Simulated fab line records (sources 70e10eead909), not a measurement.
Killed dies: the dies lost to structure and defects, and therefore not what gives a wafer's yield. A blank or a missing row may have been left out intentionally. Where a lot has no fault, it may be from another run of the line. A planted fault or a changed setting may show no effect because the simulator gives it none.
Which tool was responsible? || flow nand harc || 12 lots, 36 wafers sampled, at 7 steps of a route of 1159

## WHAT THE GAUGES READ, wafer by wafer
NHARC_P_GATE_INSPECT_28. Usual: raw defect count reads 6.5 (standard deviation 3).
{"lot": "L254", "measured": "day 4 19:31", "on": "defect inspect-02", "raw defect count": "5 4 3", "flag": ""}
{"lot": "L256", "measured": "day 5 00:52", "on": "defect inspect-01", "raw defect count": "13 9 9", "flag": ""}
{"lot": "L255", "measured": "day 5 00:43", "on": "defect inspect-02", "raw defect count": "6 6 10", "flag": ""}
{"lot": "L257", "measured": "day 5 14:41", "on": "defect inspect-01", "raw defect count": "6 6 7", "flag": ""}
{"lot": "L259", "measured": "day 5 22:18", "on": "defect inspect-02", "raw defect count": "10 3 4", "flag": ""}
{"lot": "L260", "measured": "day 6 10:07", "on": "defect inspect-02", "raw defect count": "3 7 6", "flag": ""}
{"lot": "L261", "measured": "day 6 15:14", "on": "defect inspect-01", "raw defect count": "8 4 5", "flag": ""}
{"lot": "L269", "measured": "day 8 07:13", "on": "defect inspect-01", "raw defect count": "9 5 437", "flag": "OFF"}
{"lot": "L270", "measured": "day 8 19:20", "on": "defect inspect-01", "raw defect count": "6 466 465", "flag": "OFF"}
{"lot": "L273", "measured": "day 9 13:45", "on": "defect inspect-01", "raw defect count": "9 4 8", "flag": ""}
{"lot": "L274", "measured": "day 9 13:07", "on": "defect inspect-01", "raw defect count": "5 9 4", "flag": ""}
{"lot": "L275", "measured": "day 10 00:51", "on": "defect inspect-02", "raw defect count": "8 5 13", "flag": ""}

NHARC_P_GATE_CD_MEAS_33. Usual: cd nm reads 119 nm (standard deviation 3.2).
{"lot": "L254", "measured": "day 4 20:23", "on": "cd sem-02", "cd nm (nm)": "117 115 122", "flag": ""}
{"lot": "L256", "measured": "day 5 01:56", "on": "cd sem-01", "cd nm (nm)": "119 120 116", "flag": ""}
{"lot": "L255", "measured": "day 5 01:43", "on": "cd sem-02", "cd nm (nm)": "130 122 121", "flag": ""}
{"lot": "L257", "measured": "day 5 15:53", "on": "cd sem-03", "cd nm (nm)": "119 117 117", "flag": ""}
{"lot": "L259", "measured": "day 5 23:16", "on": "cd sem-02", "cd nm (nm)": "120 118 117", "flag": ""}
{"lot": "L260", "measured": "day 6 10:59", "on": "cd sem-01", "cd nm (nm)": "121 122 118", "flag": ""}
{"lot": "L261", "measured": "day 6 16:10", "on": "cd sem-03", "cd nm (nm)": "123 121 116", "flag": ""}
{"lot": "L269", "measured": "day 8 08:05", "on": "cd sem-03", "cd nm (nm)": "117 119 121", "flag": ""}
{"lot": "L270", "measured": "day 8 20:15", "on": "cd sem-02", "cd nm (nm)": "120 118 118", "flag": ""}
{"lot": "L273", "measured": "day 9 14:53", "on": "cd sem-03", "cd nm (nm)": "125 125 125", "flag": ""}
{"lot": "L274", "measured": "day 9 14:07", "on": "cd sem-01", "cd nm (nm)": "121 122 122", "flag": ""}
{"lot": "L275", "measured": "day 10 01:43", "on": "cd sem-03", "cd nm (nm)": "118 121 123", "flag": ""}

NHARC_P_GATE_INSPECT_68. Usual: raw defect count reads 199 (standard deviation 78).
{"lot": "L254", "measured": "day 5 14:10", "on": "defect inspect-02", "raw defect count": "269 247 430", "flag": ""}
{"lot": "L256", "measured": "day 5 20:52", "on": "defect inspect-02", "raw defect count": "217 194 189", "flag": ""}
{"lot": "L255", "measured": "day 5 19:53", "on": "defect inspect-02", "raw defect count": "195 244 168", "flag": ""}
{"lot": "L257", "measured": "day 6 12:23", "on": "defect inspect-02", "raw defect count": "178 218 103", "flag": ""}
{"lot": "L259", "measured": "day 6 18:01", "on": "defect inspect-01", "raw defect count": "227 207 173", "flag": ""}
{"lot": "L260", "measured": "day 7 05:40", "on": "defect inspect-01", "raw defect count": "113 158 275", "flag": ""}
{"lot": "L261", "measured": "day 7 15:01", "on": "defect inspect-02", "raw defect count": "158 176 125", "flag": ""}
{"lot": "L269", "measured": "day 9 02:47", "on": "defect inspect-01", "raw defect count": "246 269 810", "flag": "OFF"}
{"lot": "L270", "measured": "day 9 14:04", "on": "defect inspect-01", "raw defect count": "171 685 620", "flag": "OFF"}
{"lot": "L273", "measured": "day 10 08:42", "on": "defect inspect-02", "raw defect count": "305 153 231", "flag": ""}
{"lot": "L274", "measured": "day 10 07:55", "on": "defect inspect-01", "raw defect count": "201 161 282", "flag": ""}
{"lot": "L275", "measured": "day 10 19:39", "on": "defect inspect-01", "raw defect count": "246 403 182", "flag": ""}

NHARC_END_SORT_01. Usual: killed at array 27, standard deviation 12; killed at other 0.9, standard deviation 1.1; killed at periphery 3.2, standard deviation 2.4; killed dies 31, standard deviation 12; killed open 3.3, standard deviation 1.7; killed short 2.0, standard deviation 1.6.
{"lot": "L260", "measured": "day 24 11:29", "on": "prober-02", "killed at array": "11 15 12", "killed at other": "0 2 1", "killed at periphery": "7 4 10", "killed dies": "18 21 23", "killed open": "3 4 4", "killed short": "2 1 1", "flag": ""}
{"lot": "L269", "measured": "day 25 18:42", "on": "prober-02", "killed at array": "27 34 23", "killed at other": "0 1 0", "killed at periphery": "2 2 85", "killed dies": "29 37 108", "killed open": "2 4 2", "killed short": "1 3 1", "flag": "OFF"}
{"lot": "L270", "measured": "day 26 02:29", "on": "prober-02", "killed at array": "29 32 26", "killed at other": "3 1 1", "killed at periphery": "3 88 77", "killed dies": "35 121 104", "killed open": "4 3 2", "killed short": "2 0 2", "flag": "OFF"}

## WHAT TOOL EACH LOT RAN ON (gives the tool, then ch and the chambers of the sampled wafers, and finally the start)
{"lot": "L254", "NHARC_P_STI_ETCH_15": "rie si-05 ch 1,2, day 2 12:22", "NHARC_P_GATE_DEP_103": "pecvd-03 ch 0,1,2, day 4 18:50", "NHARC_P_GATE_ETCH_32": "rie si-06 ch 0,1,3, day 4 20:04"}
{"lot": "L256", "NHARC_P_STI_ETCH_15": "rie si-03 ch 1,3, day 2 23:58", "NHARC_P_GATE_DEP_103": "pecvd-03 ch 1,2, day 4 23:59", "NHARC_P_GATE_ETCH_32": "rie si-01 ch 0,2, day 5 01:35"}
{"lot": "L255", "NHARC_P_STI_ETCH_15": "rie si-02 ch 0,1,2, day 3 00:01", "NHARC_P_GATE_DEP_103": "pecvd-02 ch 0,2, day 4 23:58", "NHARC_P_GATE_ETCH_32": "rie si-04 ch 1,2,3, day 5 01:23"}
{"lot": "L257", "NHARC_P_STI_ETCH_15": "rie si-02 ch 0,2,3, day 3 11:59", "NHARC_P_GATE_DEP_103": "pecvd-04 ch 0,1,2, day 5 13:52", "NHARC_P_GATE_ETCH_32": "rie si-06 ch 0,3, day 5 15:34"}
{"lot": "L259", "NHARC_P_STI_ETCH_15": "rie si-02 ch 0,2,3, day 3 18:05", "NHARC_P_GATE_DEP_103": "pecvd-02 ch 1,2, day 5 21:32", "NHARC_P_GATE_ETCH_32": "rie si-04 ch 0,1,2, day 5 22:53"}
{"lot": "L260", "NHARC_P_STI_ETCH_15": "rie si-05 ch 0,1,3, day 4 00:01", "NHARC_P_GATE_DEP_103": "pecvd-02 ch 0,2, day 6 09:22", "NHARC_P_GATE_ETCH_32": "rie si-04 ch 2,3, day 6 10:38"}
{"lot": "L261", "NHARC_P_STI_ETCH_15": "rie si-05 ch 0,1,2, day 4 07:20", "NHARC_P_GATE_DEP_103": "pecvd-04 ch 1, day 6 14:19", "NHARC_P_GATE_ETCH_32": "rie si-06 ch 2,3, day 6 15:49"}
{"lot": "L269", "NHARC_P_STI_ETCH_15": "rie si-02 ch 2,3, day 6 05:17", "NHARC_P_GATE_DEP_103": "pecvd-04 ch 0,1,2, day 8 06:25", "NHARC_P_GATE_ETCH_32": "rie si-01 ch 0,3, day 8 07:45"}
{"lot": "L270", "NHARC_P_STI_ETCH_15": "rie si-03 ch 1,2,3, day 6 12:25", "NHARC_P_GATE_DEP_103": "pecvd-04 ch 0,2, day 8 18:32", "NHARC_P_GATE_ETCH_32": "rie si-04 ch 0,3, day 8 19:52"}
{"lot": "L273", "NHARC_P_STI_ETCH_15": "rie si-03 ch 0,1, day 7 08:43", "NHARC_P_GATE_DEP_103": "pecvd-02 ch 0,1,2, day 9 13:02", "NHARC_P_GATE_ETCH_32": "rie si-04 ch 2,3, day 9 14:32"}
{"lot": "L274", "NHARC_P_STI_ETCH_15": "rie si-05 ch 1,2,3, day 7 08:56", "NHARC_P_GATE_DEP_103": "pecvd-02 ch 0,1,2, day 9 12:22", "NHARC_P_GATE_ETCH_32": "rie si-04 ch 1,3, day 9 13:42"}
{"lot": "L275", "NHARC_P_STI_ETCH_15": "rie si-05 ch 0,1,2, day 7 19:05", "NHARC_P_GATE_DEP_103": "pecvd-03 ch 1,2, day 10 00:12", "NHARC_P_GATE_ETCH_32": "rie si-06 ch 0,1,2, day 10 01:23"}
- NHARC_P_STI_ETCH_15: etches the open film in HBr/Cl2, target depth 300 nm, time 100.1 s.
- NHARC_P_GATE_DEP_103: deposits SiON, target thk 30 nm.
- NHARC_P_GATE_ETCH_32: etches the open film in HBr/Cl2, target depth 150 nm, time 100.1 s.

## WHAT THE TOOLS THEMSELVES READ (means of the sampled wafers that have a number; where no wafer has one, the mark that the record gives instead)
NHARC_P_STI_ETCH_15. Usual: drypump motor current A 5.5 A, standard deviation 0.44; he backside leak sccm 2.64 sccm, standard deviation 0.22; oes product au 0.998 a.u., standard deviation 0.01; throttle valve pct 26.404 %, standard deviation 0.0095.
{"lot": "L254", "tool": "rie si-05", "drypump motor current A (A)": 5.4, "he backside leak sccm (sccm)": 2.53, "oes product au (a.u.)": 0.989, "throttle valve pct (%)": 26.412, "flag": ""}
{"lot": "L256", "tool": "rie si-03", "drypump motor current A (A)": 6.1, "he backside leak sccm (sccm)": 2.87, "oes product au (a.u.)": 1.008, "throttle valve pct (%)": 26.401, "flag": ""}
{"lot": "L255", "tool": "rie si-02", "drypump motor current A (A)": 5.7, "he backside leak sccm (sccm)": 2.80, "oes product au (a.u.)": 0.995, "throttle valve pct (%)": 26.392, "flag": ""}
{"lot": "L257", "tool": "rie si-02", "drypump motor current A (A)": 5.5, "he backside leak sccm (sccm)": 2.66, "oes product au (a.u.)": 1.004, "throttle valve pct (%)": 26.401, "flag": ""}
{"lot": "L259", "tool": "rie si-02", "drypump motor current A (A)": 5.5, "he backside leak sccm (sccm)": 2.66, "oes product au (a.u.)": 1.001, "throttle valve pct (%)": 26.408, "flag": ""}
{"lot": "L260", "tool": "rie si-05", "drypump motor current A (A)": 5.1, "he backside leak sccm (sccm)": 2.59, "oes product au (a.u.)": 0.995, "throttle valve pct (%)": 26.411, "flag": ""}
{"lot": "L261", "tool": "rie si-05", "drypump motor current A (A)": 5.2, "he backside leak sccm (sccm)": 2.46, "oes product au (a.u.)": 0.994, "throttle valve pct (%)": 26.402, "flag": ""}
{"lot": "L269", "tool": "rie si-02", "drypump motor current A (A)": 5.4, "he backside leak sccm (sccm)": 2.43, "oes product au (a.u.)": 1.001, "throttle valve pct (%)": 26.407, "flag": ""}
{"lot": "L270", "tool": "rie si-03", "drypump motor current A (A)": 5.9, "he backside leak sccm (sccm)": 2.61, "oes product au (a.u.)": 1.007, "throttle valve pct (%)": 26.404, "flag": ""}
{"lot": "L273", "tool": "rie si-03", "drypump motor current A (A)": 5.9, "he backside leak sccm (sccm)": 2.79, "oes product au (a.u.)": 1.008, "throttle valve pct (%)": 26.401, "flag": ""}
{"lot": "L274", "tool": "rie si-05", "drypump motor current A (A)": 5.3, "he backside leak sccm (sccm)": 2.49, "oes product au (a.u.)": 0.993, "throttle valve pct (%)": 26.400, "flag": ""}
{"lot": "L275", "tool": "rie si-05", "drypump motor current A (A)": 5.2, "he backside leak sccm (sccm)": 2.49, "oes product au (a.u.)": 0.992, "throttle valve pct (%)": 26.401, "flag": ""}

NHARC_P_GATE_DEP_103. Usual: heater power w reads 737 W (standard deviation 67).
{"lot": "L254", "tool": "pecvd-03", "heater power w (W)": 753, "flag": ""}
{"lot": "L256", "tool": "pecvd-03", "heater power w (W)": 812, "flag": ""}
{"lot": "L255", "tool": "pecvd-02", "heater power w (W)": 679, "flag": ""}
{"lot": "L257", "tool": "pecvd-04", "heater power w (W)": 675, "flag": ""}
{"lot": "L259", "tool": "pecvd-02", "heater power w (W)": 697, "flag": ""}
{"lot": "L260", "tool": "pecvd-02", "heater power w (W)": 723, "flag": ""}
{"lot": "L261", "tool": "pecvd-04", "heater power w (W)": 759, "flag": ""}
{"lot": "L269", "tool": "pecvd-04", "heater power w (W)": 719, "flag": ""}
{"lot": "L270", "tool": "pecvd-04", "heater power w (W)": 657, "flag": ""}
{"lot": "L273", "tool": "pecvd-02", "heater power w (W)": 733, "flag": ""}
{"lot": "L274", "tool": "pecvd-02", "heater power w (W)": 715, "flag": ""}
{"lot": "L275", "tool": "pecvd-03", "heater power w (W)": 789, "flag": ""}

NHARC_P_GATE_ETCH_32. Usual: drypump motor current A 6.1 A, standard deviation 0.41; he backside leak sccm 2.7 sccm, standard deviation 0.34; oes product au 1.005 a.u., standard deviation 0.014; throttle valve pct 26.406 %, standard deviation 0.0099.
{"lot": "L254", "tool": "rie si-06", "drypump motor current A (A)": 6.1, "he backside leak sccm (sccm)": 2.6, "oes product au (a.u.)": 1.000, "throttle valve pct (%)": 26.411, "flag": ""}
{"lot": "L256", "tool": "rie si-01", "drypump motor current A (A)": 6.3, "he backside leak sccm (sccm)": 2.9, "oes product au (a.u.)": 1.009, "throttle valve pct (%)": 26.397, "flag": ""}
{"lot": "L255", "tool": "rie si-04", "drypump motor current A (A)": 5.9, "he backside leak sccm (sccm)": 2.7, "oes product au (a.u.)": 0.996, "throttle valve pct (%)": 26.404, "flag": ""}
{"lot": "L257", "tool": "rie si-06", "drypump motor current A (A)": 6.5, "he backside leak sccm (sccm)": 2.6, "oes product au (a.u.)": 0.992, "throttle valve pct (%)": 26.411, "flag": ""}
{"lot": "L259", "tool": "rie si-04", "drypump motor current A (A)": 5.7, "he backside leak sccm (sccm)": 2.7, "oes product au (a.u.)": 1.010, "throttle valve pct (%)": 26.396, "flag": ""}
{"lot": "L260", "tool": "rie si-04", "drypump motor current A (A)": 6.3, "he backside leak sccm (sccm)": 2.6, "oes product au (a.u.)": 1.015, "throttle valve pct (%)": 26.408, "flag": ""}
{"lot": "L261", "tool": "rie si-06", "drypump motor current A (A)": 6.2, "he backside leak sccm (sccm)": 2.8, "oes product au (a.u.)": 0.994, "throttle valve pct (%)": 26.409, "flag": ""}
{"lot": "L269", "tool": "rie si-01", "drypump motor current A (A)": 6.1, "he backside leak sccm (sccm)": 2.7, "oes product au (a.u.)": 1.015, "throttle valve pct (%)": 26.408, "flag": ""}
{"lot": "L270", "tool": "rie si-04", "drypump motor current A (A)": 6.0, "he backside leak sccm (sccm)": 2.8, "oes product au (a.u.)": 1.015, "throttle valve pct (%)": 26.409, "flag": ""}
{"lot": "L273", "tool": "rie si-04", "drypump motor current A (A)": 6.3, "he backside leak sccm (sccm)": 2.6, "oes product au (a.u.)": 1.017, "throttle valve pct (%)": 26.406, "flag": ""}
{"lot": "L274", "tool": "rie si-04", "drypump motor current A (A)": 5.6, "he backside leak sccm (sccm)": 2.8, "oes product au (a.u.)": 1.001, "throttle valve pct (%)": 26.407, "flag": ""}
{"lot": "L275", "tool": "rie si-06", "drypump motor current A (A)": 6.0, "he backside leak sccm (sccm)": 3.3, "oes product au (a.u.)": 0.994, "throttle valve pct (%)": 26.402, "flag": ""}

## THE ANSWER, worked out from the rows above alone
Rule: a lot is off if the mean of its wafers that have a number lies more than 3 standard deviations from the usual mean. Also off: a lot with no number at a reading for which 4 or more lots have one. Any other lot the step has rows for is counted as sound. Order of review: gauges by route order, followed by the tools' own readings, for which a lot's mean as printed above is used. The first step at which some lot is off is used, and at that step the reading that is off furthest; a lot without a number counts as furthest.
Off: L269, L270, at NHARC_P_GATE_INSPECT_28 (raw defect count).
A tool fits if, at a process step before that reading, it ran every lot that is off, and no sound lot after the first of them. The gauges at NHARC_P_GATE_INSPECT_28 aren't tried: what is off there is off at NHARC_END_SORT_01 too, on other tools, and a gauge's error can't cause that. One candidate fits, namely pecvd-04 at NHARC_P_GATE_DEP_103. Its last sound lot is L261 (day 6 14:19), its first lot that is off L269 (day 8 06:25): a fault that began between those two fits.

## WHAT HAD BEEN PUT IN BY THE SIMULATOR
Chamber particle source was pecvd-04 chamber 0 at NHARC_P_GATE_DEP_103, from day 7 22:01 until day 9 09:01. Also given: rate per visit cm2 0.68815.
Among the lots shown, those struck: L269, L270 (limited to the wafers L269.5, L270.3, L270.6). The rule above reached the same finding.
